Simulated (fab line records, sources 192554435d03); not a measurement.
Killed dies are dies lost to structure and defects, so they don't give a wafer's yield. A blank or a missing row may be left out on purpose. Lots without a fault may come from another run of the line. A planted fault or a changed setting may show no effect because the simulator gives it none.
Chamber matching | flow n5_finfet | N5_BEOL_M11_ILD_DEP_00 on pecvd-03: 3 sister chambers
The step deposits SiCOH lowk from DEMS/porogen, target thk 308.51 nm, time 58 s. 3 wafers are shown with their chamber, then 7 later ones without.

WAFERS WITH THEIR CHAMBER
wafer  | chamber | throttle_valve_pct (%)
L308.4 | 2       | 12.0
L309.1 | 0       | 12.7
L309.2 | 1       | 15.0

WAFERS WITHOUT THEIR CHAMBER
wafer  | throttle_valve_pct (%)
L309.5 | 12.8
L311.1 | 12.0
L311.3 | 12.6
L311.4 | 14.9
L312.2 | 12.2
L312.3 | 15.3
L312.6 | 12.6

WHICH CHAMBER EACH WENT THROUGH
wafer  | from the rows above     | in truth
L309.5 | 0                       | 0
L311.1 | 2                       | 2
L311.3 | 0                       | 0
L311.4 | 1                       | 1
L312.2 | can't be placed: 2 or 0 | 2
L312.3 | 1                       | 1
L312.6 | 0                       | 0
Placed correctly: 6 of 7. Can't be placed from these rows: 1 (the true chamber is among the candidates in 1). Placed wrongly: 0.
How it was worked out, from the rows above alone: a wafer's distance from a chamber is the root of the sum, over the readings, of the square of ((its reading less the chamber's mean) divided by the reading's scatter). The wafer belongs to the nearest chamber; if the next one is less than 2 further off, it can't be placed. A chamber's mean is the mean of its shown wafers. The scatter: with one shown wafer a chamber, the root of the mean of the squares of how far each hidden wafer lies from its nearest shown one.
